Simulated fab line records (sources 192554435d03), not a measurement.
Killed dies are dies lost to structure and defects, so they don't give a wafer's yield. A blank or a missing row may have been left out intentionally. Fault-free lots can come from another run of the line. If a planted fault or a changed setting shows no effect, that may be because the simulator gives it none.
fab line records -- flow n5-finfet
[record] lots = 7, wafers = 19, last-day = 19
route steps=1938 shown SD_EPI_P@302
lots that met no fault: from a run of the same line without faults
start-h: start of the lot's first displayed wafer, in hours after the record's first day -- wait-h: hours elapsed since this lot's preceding step -- " identical to the entry in the row above -- L1.1+2: one row covering several wafers at once -- - value missing, or start not given -- * or withheld: withheld -- < > ~ a bound
route shown NAME@n: NAME is a module with steps in the file, n the number in the route of the first one -- usual: average and standard deviation across the fault-free wafers -- same: alike in all rows -- chamber/n: place in a boat -- sites: readings site by site -- _std_site: standard deviation across them -- _edge_site: inner sites' mean taken away from outer sites' mean -- radius-mm: for every site, how far away it sits from the centre of the wafer -- mask NAME#n: copy n -- behind: the last tool/chamber to shape the wafer -- hold: the reason the lot was held/the length of the hold in hours/how it ended -- device: the transistor (n, p or np) that didn't switch -- end of line: tests run on the same wafers once the route is complete -- a step given without rows: its recipe and nothing more -- killed: at the first sort, the dies lost to defects and structure; wafer yield is something else -- map: a wafer's dies, marking killed ones x, the rest . and places with no die _
set.NAME: the setting that was run; set.NAME@STEP: the one run at that earlier step -- model.NAME: the simulator's own value behind a step, which no gauge read
certain route steps with their lots: each step a table, each wafer a row
services: the hour from which a tool's chamber was out of use, counted from the record's first day as start-h (under 0 if before that day), plus the number of hours and why
[[steps]]
[step N5_SD_EPI_P_DEVELOP_08]
[recipe] develop-time-s = 30, developer = TMAH, resist = CAR-ArF-block, dev-temp-c = 23, rinse-liquid = diw, dry = air-spin
[step N5_SD_EPI_P_CD_MEAS_09]
[recipe] target-cd-nm = 240, landing-energy-ev = 500, detector = se-inlens
[usual] cd-nm = 240.9/0.72
lot.wafer,tool,chamber,start-h,wait-h,cd-nm
L436.1,cd-sem-01,0,94.41,-,240.9
L436.3,cd-sem-01,0,94.41,-,241.2
L436.5,cd-sem-01,0,94.41,-,239.6
L440.1,cd-sem-02,0,122.35,-,240.5
L440.3,cd-sem-02,0,122.35,-,240.0
L440.5,cd-sem-02,0,122.35,-,240.3
L441.1,cd-sem-01,0,128.56,-,241.0
L441.3,cd-sem-01,0,128.56,-,241.4
L442.1,cd-sem-03,0,131.57,-,241.2
L442.2,cd-sem-03,0,131.57,-,241.0
L442.6,cd-sem-03,0,131.57,-,241.0
L443.3,cd-sem-03,0,135.77,-,240.4
L443.6,cd-sem-03,0,135.77,-,240.2
L451.2,cd-sem-01,0,191.10,-,241.8
L451.5,cd-sem-01,0,191.10,-,241.9
L451.6,cd-sem-01,0,191.10,-,241.8
L452.2,cd-sem-01,0,191.67,-,239.7
L452.4,cd-sem-01,0,191.67,-,239.9
L452.5,cd-sem-01,0,191.67,-,240.1
[step N5_SD_EPI_P_OVL_MEAS_10]
[recipe] points-per-wafer = 44
[usual] SD_P_BLK_OVL = 0.0/0.76
lot.wafer,tool,chamber,start-h,wait-h,SD_P_BLK_OVL[nm]
L436.1,overlay-01,0,94.44,0.0,0.5
L436.3,overlay-01,0,94.44,0.0,-1.2
L436.5,overlay-01,0,94.44,0.0,0.7
L440.1,overlay-01,0,122.38,0.0,-0.5
L440.3,overlay-01,0,122.38,0.0,-0.9
L440.5,overlay-01,0,122.38,0.0,-1.2
L441.1,overlay-02,0,128.59,0.0,-0.6
L441.3,overlay-02,0,128.59,0.0,-0.2
L442.1,overlay-01,0,131.60,0.0,-0.9
L442.2,overlay-01,0,131.60,0.0,0.0
L442.6,overlay-01,0,131.60,0.0,0.8
L443.3,overlay-01,0,135.80,0.0,-0.2
L443.6,overlay-01,0,135.80,0.0,-0.3
L451.2,overlay-02,0,191.13,0.0,0.1
L451.5,overlay-02,0,191.13,0.0,0.1
L451.6,overlay-02,0,191.13,0.0,1.0
L452.2,overlay-01,0,191.71,0.0,-0.1
L452.4,overlay-01,0,191.71,0.0,0.1
L452.5,overlay-01,0,191.71,0.0,0.1
[step N5_SD_EPI_P_INSPECT_11]
[recipe] mode = adi, inspect-instrument = macro
[usual] raw-defect-count = 2.0/1.4
lot.wafer,tool,chamber,start-h,wait-h,raw-defect-count
L436.1,defect-inspect-02,-,94.46,0.0,2
L436.3,defect-inspect-02,-,94.46,0.0,1
L436.5,defect-inspect-02,-,94.46,0.0,4
L440.1,defect-inspect-01,-,122.40,0.0,0
L440.3,defect-inspect-01,-,122.40,0.0,1
L440.5,defect-inspect-01,-,122.40,0.0,0
L441.1,defect-inspect-02,-,128.62,0.0,3
L441.3,defect-inspect-02,-,128.62,0.0,1
L442.1,defect-inspect-01,-,131.62,0.0,3
L442.2,defect-inspect-01,-,131.62,0.0,2
L442.6,defect-inspect-01,-,131.62,0.0,1
L443.3,defect-inspect-01,-,135.83,0.0,4
L443.6,defect-inspect-01,-,135.83,0.0,1
L451.2,defect-inspect-02,-,191.15,0.0,5
L451.5,defect-inspect-02,-,191.15,0.0,1
L451.6,defect-inspect-02,-,191.15,0.0,1
L452.2,defect-inspect-02,-,191.73,0.0,3
L452.4,defect-inspect-02,-,191.73,0.0,1
L452.5,defect-inspect-02,-,191.73,0.0,2
[step N5_SD_EPI_P_DESCUM_14]
[recipe] chemistry = O2, time-s = 7.9, source-power-w = 50, bias-power-w = 20, pressure-mtorr = 20, rf-frequency-hz = 2.712e+07, temp-c = 40, resist = CAR-ArF-block, o2-flow-sccm = 225
[step N5_SD_EPI_P_ETCH_36]
[recipe] chemistry = CF4, target = SiARC, target-depth-a = 455, mask-material = CAR-ArF-block, time-s = 75.8, ion-energy-ev = 80, pressure-mtorr = 40, source-w = 545, bias-w = 36, Ar_flow_sccm = 100, cf4-flow-sccm = 100, ends = cleared
[usual] drypump-motor-current-A = 5.8/0.59, etch-rf-on-time-s = 75.6/2.2, oes-product-au = 0.70/0.072, rf-vpp-V = 183.9/1.1, showerhead-plenum-p-Torr = 2.13/0.057, throttle-valve-pct = 15.58/0.2
lot.wafer,tool,chamber,start-h,wait-h,drypump-motor-current-A,etch-rf-on-time-s,oes-product-au,rf-hours-counter-h,rf-vpp-V,showerhead-plenum-p-Torr,throttle-valve-pct
L436.1,rie-diel-02,1,94.53,0.0,6.4,72.8,0.67,134,185.2,2.23,15.31
L436.3,rie-diel-02,2,94.53,0.0,6.5,78.2,0.71,50,183.2,2.09,15.36
L436.5,rie-diel-02,1,94.53,0.0,6.4,73.0,0.66,-,186.1,2.23,15.28
L440.1,rie-diel-02,0,122.47,0.0,5.4,75.7,0.77,35,184.5,2.16,15.28
L440.3,rie-diel-02,2,122.47,0.0,6.5,78.3,0.70,59,182.9,2.09,15.36
L440.5,rie-diel-02,0,122.47,0.0,5.4,75.2,0.77,-,184.5,2.16,15.28
L441.1,rie-diel-04,0,129.03,0.0,6.0,75.4,0.82,15,183.4,2.12,15.49
L441.3,rie-diel-04,1,129.03,0.0,5.1,72.6,0.79,23,185.4,2.17,15.53
L442.1,rie-diel-02,1,131.95,0.0,6.4,73.1,0.66,147,184.5,2.22,15.31
L442.2,rie-diel-02,0,131.95,0.0,5.4,75.7,0.76,39,183.8,2.16,15.30
L442.6,rie-diel-02,2,131.95,0.0,6.5,78.3,0.70,-,183.6,2.09,15.38
L443.3,rie-diel-04,0,135.89,0.0,6.0,74.2,0.82,17,183.4,2.12,15.48
L443.6,rie-diel-04,3,135.89,0.0,5.6,74.5,0.68,-,184.3,2.08,15.72
L451.2,rie-diel-02,1,191.52,0.0,6.4,74.1,0.64,165,185.8,2.22,15.36
L451.5,rie-diel-02,1,191.52,0.0,6.4,73.9,0.64,-,183.1,2.22,15.35
L451.6,rie-diel-02,3,191.52,0.0,6.8,75.4,0.69,-,183.6,2.08,15.90
L452.2,rie-diel-06,0,192.29,0.0,6.5,73.2,0.78,17,185.0,2.18,15.38
L452.4,rie-diel-06,1,192.29,0.0,6.0,77.5,0.60,202,184.9,2.21,15.96
L452.5,rie-diel-06,0,192.29,0.0,6.5,73.7,0.78,-,184.5,2.18,15.38
[step N5_SD_EPI_P_ETCH_37]
[recipe] chemistry = N2/H2, target = SOC, overetch-a = 1080, mask-material = SiARC, temp-c = 40, ion-energy-ev = 100, source-w = 3000, bias-w = 133, pressure-mtorr = 20, time-s = 486, n2-flow-sccm = 200, h2-flow-sccm = 200, ends = end-point
[usual] drypump-motor-current-A = 5.8/0.6, oes-product-au = 0.74/0.071, rf-vpp-V = 240.4/1.2, showerhead-plenum-p-Torr = 2.53/0.08, throttle-valve-pct = 23.81/0.3
lot.wafer,tool,chamber,start-h,wait-h,drypump-motor-current-A,oes-product-au,rf-hours-counter-h,rf-vpp-V,showerhead-plenum-p-Torr,throttle-valve-pct
L436.1,rie-diel-02,1,94.59,0.0,6.4,0.69,134,240.5,2.67,23.54
L436.3,rie-diel-02,2,94.59,0.0,6.5,0.76,51,240.1,2.48,23.72
L436.5,rie-diel-02,1,94.59,0.0,6.4,0.69,-,242.1,2.67,23.52
L440.1,rie-diel-02,0,122.53,0.0,5.4,0.80,35,240.6,2.59,23.72
L440.3,rie-diel-02,2,122.53,0.0,6.6,0.75,59,240.7,2.47,23.73
L440.5,rie-diel-02,0,122.53,0.0,5.4,0.80,-,242.1,2.59,23.72
L441.1,rie-diel-04,0,129.09,0.0,6.0,0.86,15,239.6,2.49,23.64
L441.3,rie-diel-04,1,129.09,0.0,5.1,0.80,23,240.3,2.58,23.77
L442.1,rie-diel-02,1,132.01,0.0,6.4,0.68,147,241.9,2.66,23.55
L442.2,rie-diel-02,0,132.01,0.0,5.4,0.80,39,241.3,2.59,23.75
L442.6,rie-diel-02,2,132.01,0.0,6.5,0.75,-,241.2,2.47,23.74
L443.3,rie-diel-04,0,135.95,0.0,6.0,0.85,17,239.4,2.49,23.64
L443.6,rie-diel-04,3,135.95,0.0,5.6,0.71,-,240.6,2.44,23.87
L451.2,rie-diel-02,1,191.58,0.0,6.4,0.66,165,242.6,2.65,23.59
L451.5,rie-diel-02,1,191.58,0.0,6.4,0.66,-,240.9,2.65,23.58
L451.6,rie-diel-02,3,191.58,0.0,6.8,0.72,-,240.2,2.47,24.50
L452.2,rie-diel-06,0,192.34,0.0,6.5,0.81,17,241.9,2.60,23.81
L452.4,rie-diel-06,1,192.34,0.0,6.0,0.64,202,240.7,2.63,24.24
L452.5,rie-diel-06,0,192.34,0.0,6.5,0.80,-,241.6,2.60,23.82
[step N5_SD_EPI_P_STRIP_38]
[recipe] chemistry = N2/H2, temp-c = 40, n2-flow-sccm = 200, h2-flow-sccm = 200, rf-frequency-hz = 6e+07
[step N5_SD_EPI_P_ETCHBACK_46]
[recipe] chemistry = CH3F/O2, mode = anisotropic-etchback, target = SiNx, target-depth-a = 175, stop-on = SiO2, over-etch-frac = 0.3, ion-energy-ev = 120, pressure-mtorr = 30, source-w = 395, bias-w = 73, Ar_flow_sccm = 150, CH3F_flow_sccm = 30, O2_flow_sccm = 20
[usual] drypump-motor-current-A = 5.8/0.6, oes-product-au = 0.70/0.067, rf-vpp-V = 298/5.5, showerhead-plenum-p-Torr = 1.99/0.055, throttle-valve-pct = 16.31/0.2
lot.wafer,tool,chamber,start-h,wait-h,drypump-motor-current-A,oes-product-au,rf-hours-counter-h,rf-vpp-V,showerhead-plenum-p-Torr,throttle-valve-pct
L436.1,rie-diel-02,1,94.91,0.0,6.4,0.66,135,302,2.08,15.98
L436.3,rie-diel-02,2,94.91,0.0,6.5,0.74,51,290,1.96,16.19
L436.5,rie-diel-02,1,94.91,0.0,6.4,0.66,-,303,2.08,15.98
L440.1,rie-diel-02,0,122.85,0.0,5.4,0.77,35,303,2.02,16.00
L440.3,rie-diel-02,2,122.85,0.0,6.5,0.71,59,288,1.96,16.20
L440.5,rie-diel-02,0,122.85,0.0,5.4,0.77,-,302,2.02,16.01
L441.1,rie-diel-04,0,129.41,0.0,6.0,0.82,15,301,1.97,16.19
L441.3,rie-diel-04,1,129.41,0.0,5.1,0.76,23,298,2.03,16.28
L442.1,rie-diel-02,1,132.33,0.0,6.4,0.65,148,303,2.07,16.01
L442.2,rie-diel-02,0,132.33,0.0,5.4,0.77,39,303,2.02,16.02
L442.6,rie-diel-02,2,132.33,0.0,6.5,0.70,-,289,1.96,16.19
L443.3,rie-diel-04,0,136.27,0.0,6.0,0.81,17,301,1.97,16.19
L443.6,rie-diel-04,3,136.27,0.0,5.6,0.68,-,294,1.93,16.42
L451.2,rie-diel-02,1,191.90,0.0,6.4,0.63,165,303,2.07,16.02
L451.5,rie-diel-02,1,191.90,0.0,6.4,0.63,-,303,2.07,16.05
L451.6,rie-diel-02,3,191.90,0.0,6.8,0.69,-,303,1.94,16.68
L452.2,rie-diel-06,0,192.67,0.0,6.5,0.77,17,295,2.04,16.11
L452.4,rie-diel-06,1,192.67,0.0,6.0,0.61,202,296,2.06,16.64
L452.5,rie-diel-06,0,192.67,0.0,6.5,0.77,-,295,2.04,16.10
[step N5_SD_EPI_P_ETCH_47]
[recipe] chemistry = CH3F/O2, target = SiOCN, target-depth-a = 250, mask-material = SOC, ion-energy-ev = 60, bias-w = 29, pressure-mtorr = 30, source-w = 410, Ar_flow_sccm = 150, CH3F_flow_sccm = 30, O2_flow_sccm = 20
[usual] drypump-motor-current-A = 5.8/0.6, oes-product-au = 0.82/0.086, rf-vpp-V = 127.6/2.4, showerhead-plenum-p-Torr = 1.99/0.055, throttle-valve-pct = 16.29/0.2
lot.wafer,tool,chamber,start-h,wait-h,drypump-motor-current-A,oes-product-au,rf-hours-counter-h,rf-vpp-V,showerhead-plenum-p-Torr,throttle-valve-pct
L436.1,rie-diel-02,1,95.01,0.1,6.4,0.77,135,130.3,2.08,15.95
L436.3,rie-diel-02,2,95.01,0.1,6.5,0.83,51,124.1,1.96,16.15
L436.5,rie-diel-02,1,95.01,0.1,6.4,0.78,-,129.3,2.08,15.97
L440.1,rie-diel-02,0,122.95,0.1,5.4,0.90,35,130.7,2.02,16.01
L440.3,rie-diel-02,2,122.95,0.1,6.5,0.81,59,123.2,1.96,16.15
L440.5,rie-diel-02,0,122.95,0.1,5.4,0.91,-,129.4,2.02,15.98
L441.1,rie-diel-04,0,129.51,0.1,6.0,0.97,15,131.2,1.97,16.18
L441.3,rie-diel-04,1,129.51,0.1,5.1,0.92,23,129.0,2.03,16.25
L442.1,rie-diel-02,1,132.43,0.1,6.4,0.77,148,131.5,2.07,15.99
L442.2,rie-diel-02,0,132.43,0.1,5.4,0.90,39,129.9,2.02,15.98
L442.6,rie-diel-02,2,132.43,0.1,6.5,0.81,-,123.6,1.96,16.16
L443.3,rie-diel-04,0,136.37,0.1,6.0,0.97,17,129.1,1.97,16.18
L443.6,rie-diel-04,3,136.37,0.1,5.6,0.81,-,126.2,1.93,16.40
L451.2,rie-diel-02,1,192.00,0.1,6.4,0.74,165,130.2,2.07,16.02
L451.5,rie-diel-02,1,192.00,0.1,6.4,0.74,-,130.2,2.07,16.02
L451.6,rie-diel-02,3,192.00,0.1,6.8,0.81,-,129.9,1.94,16.64
L452.2,rie-diel-06,0,192.77,0.1,6.4,0.92,17,125.7,2.04,16.10
L452.4,rie-diel-06,1,192.77,0.1,6.0,0.71,202,126.9,2.06,16.61
L452.5,rie-diel-06,0,192.77,0.1,6.5,0.92,-,125.6,2.04,16.08
[step N5_SD_EPI_P_ETCH_16]
[recipe] chemistry = CHF3/O2, target = SiO2, target-depth-a = 50, mask-material = SOC, pressure-mtorr = 30, source-w = 650, bias-w = 170, Ar_flow_sccm = 200, CHF3_flow_sccm = 50, O2_flow_sccm = 5, ion-energy-ev = 200
[usual] CHF3_flow_sccm = 49.97/0.14, drypump-motor-current-A = 5.8/0.59, oes-product-au = 0.82/0.086, rf-vpp-V = 524/9.7, showerhead-plenum-p-Torr = 2.39/0.064, throttle-valve-pct = 18.86/0.2
lot.wafer,tool,chamber,start-h,wait-h,CHF3_flow_sccm,drypump-motor-current-A,oes-product-au,rf-hours-counter-h,rf-vpp-V,showerhead-plenum-p-Torr,throttle-valve-pct
L436.1,rie-diel-02,1,95.11,0.1,50.18,6.4,0.77,135,532,2.50,18.49
L436.3,rie-diel-02,2,95.11,0.1,49.90,6.5,0.82,51,506,2.36,18.74
L436.5,rie-diel-02,1,95.11,0.1,49.98,6.4,0.77,-,533,2.50,18.48
L440.1,rie-diel-02,0,123.05,0.1,49.94,5.3,0.90,35,533,2.43,18.57
L440.3,rie-diel-02,2,123.05,0.1,50.04,6.5,0.82,59,506,2.36,18.76
L440.5,rie-diel-02,0,123.05,0.1,49.90,5.4,0.89,-,532,2.43,18.57
L441.1,rie-diel-04,0,129.61,0.1,49.96,6.0,0.96,15,533,2.38,18.75
L441.3,rie-diel-04,1,129.61,0.1,49.91,5.1,0.92,23,525,2.44,18.87
L442.1,rie-diel-02,1,132.53,0.1,49.83,6.4,0.76,148,531,2.49,18.50
L442.2,rie-diel-02,0,132.53,0.1,50.09,5.4,0.90,39,534,2.43,18.58
L442.6,rie-diel-02,2,132.53,0.1,49.95,6.5,0.82,-,508,2.36,18.75
L443.3,rie-diel-04,0,136.47,0.1,49.71,6.0,0.96,17,533,2.37,18.77
L443.6,rie-diel-04,3,136.47,0.1,50.19,5.6,0.80,-,517,2.33,18.96
L451.2,rie-diel-02,1,192.10,0.1,50.20,6.4,0.75,165,534,2.49,18.54
L451.5,rie-diel-02,1,192.10,0.1,50.07,6.4,0.75,-,531,2.49,18.55
L451.6,rie-diel-02,3,192.10,0.1,49.83,6.8,0.81,-,532,2.34,19.25
L452.2,rie-diel-06,0,192.87,0.1,50.04,6.5,0.92,17,519,2.45,18.68
L452.4,rie-diel-06,1,192.87,0.1,50.02,6.0,0.70,202,522,2.48,19.17
L452.5,rie-diel-06,0,192.87,0.1,49.92,6.5,0.92,-,519,2.45,18.68
[step N5_SD_EPI_P_STRIP_50]
[recipe] chemistry = CHF3/O2, resist = SiARC, rf-frequency-hz = 6e+07
[step N5_SD_EPI_P_SD_RECESS_17]
[recipe] chemistry = HBr/Cl2/O2, target-depth-a = 391, bt-time-s = 3, pressure-mtorr = 10, icp-w = 800, bias-w = 112, HBr_flow_sccm = 150, Cl2_flow_sccm = 80, O2_flow_sccm = 12
[usual] drypump-motor-current-A = 6.0/0.37, mfc-cl2-sccm = 80.02/0.24, oes-product-au = 0.994/0.011, throttle-valve-pct = 36.91/0.27
lot.wafer,tool,chamber,start-h,wait-h,drypump-motor-current-A,mfc-cl2-sccm,oes-product-au,rf-hours-counter-h,throttle-valve-pct,model.SD_EPI_P.feature-depth-nm,model.etch.depth-nm
L436.1,rie-si-03,2,95.18,0.0,5.7,80.33,0.981,4,36.48,39,39.09
L436.3,rie-si-03,1,95.18,0.0,5.8,79.97,1.004,6,37.08,39,38.95
L436.5,rie-si-03,1,95.18,0.0,5.8,79.84,1.000,-,37.09,39,38.99
L440.1,rie-si-06,3,123.12,0.0,6.3,79.68,0.987,77,36.89,38.6,38.67
L440.3,rie-si-06,0,123.12,0.0,6.3,79.76,1.009,171,37.22,39.2,39.11
L440.5,rie-si-06,0,123.12,0.0,6.2,79.76,1.004,-,37.25,38.8,38.7
L441.1,rie-si-06,0,129.68,0.0,6.3,80.07,1.002,171,37.23,39.4,39.48
L441.3,rie-si-06,2,129.68,0.0,5.8,79.96,1.001,90,36.97,24.4,24.44
L442.1,rie-si-06,3,132.60,0.0,6.3,80.32,0.994,77,36.88,38.6,38.57
L442.2,rie-si-06,0,132.60,0.0,6.3,80.14,0.995,171,37.25,38.6,38.67
L442.6,rie-si-06,3,132.60,0.0,6.3,80.01,0.988,-,36.90,24.4,24.42
L443.3,rie-si-06,0,136.54,0.0,6.3,79.91,1.001,171,37.24,24.4,24.48
L443.6,rie-si-06,1,136.54,0.0,5.8,80.10,1.002,-,37.07,24.4,24.31
L451.2,rie-si-03,2,192.17,0.0,5.7,80.34,0.973,6,36.46,38.8,38.7
L451.5,rie-si-03,1,192.17,0.0,5.9,79.64,1.007,-,37.10,38.8,38.76
L451.6,rie-si-03,0,192.17,0.0,6.1,79.90,0.972,-,36.52,38.4,38.41
L452.2,rie-si-03,0,192.94,0.0,6.2,80.11,0.980,183,36.53,39,39.06
L452.4,rie-si-03,3,192.94,0.0,4.9,80.10,0.997,185,36.82,39.2,39.22
L452.5,rie-si-03,2,192.94,0.0,5.7,80.02,0.978,-,36.48,39.2,39.17
[step N5_SD_EPI_P_WET_ETCH_45]
[recipe] chemistry = dHF, dilution = withheld, time-s = 10.7, target = SiO2, target-depth-a = 20, temp-c = 25, dry = ipa-marangoni, rinse-time-s = 30, rinse-temp-c = 23
[[services]]
tool,chamber,start-h,hours,kind
rie-diel-06,0,116.68,-,clean
rie-diel-06,0,116.68,-,consumable-replace:focus-ring
rie-diel-06,0,116.68,24.2,scheduled-down
rie-diel-06,0,116.68,24.2,vent-cycle
rie-diel-02,3,119.82,11.3,repair
rie-diel-02,-,136.73,2.7,repair
rie-diel-04,-,153.50,0.6,repair
rie-diel-06,1,160.12,7.3,repair
rie-diel-02,2,188.45,8.4,repair
[[key]]
first-sign none at tools or gauges
[model-effect] step = N5_SD_EPI_P_SD_RECESS_17, value = SD_EPI_P.feature-depth-nm, without = 39, struck = 24.4
met-at N5_SD_EPI_P_SD_RECESS_17
struck-wafers L441.3,L442.6,L443.3,L443.6
tester-left-out L441,L442,L443
onset-between 123.12 129.68
[fault] kind = process-parameter-drift, tool = rie-si-06, chamber = -, onset-h = 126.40, steps = N5_SD_EPI_P_SD_RECESS_17, channel = target-depth-a, offset = -146.31, shape = step, end-h = 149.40, scope = struck-wafers-only, acts-in = these-recipes-only, stated = 391
// tester-left-out: of these lots the tester's yield and bins aren't shown, on N5 and GAA mostly nor the transistor test; their killed dies are dies lost to structure and defects alone, not to doping, threshold or leakage, so they don't give the yield
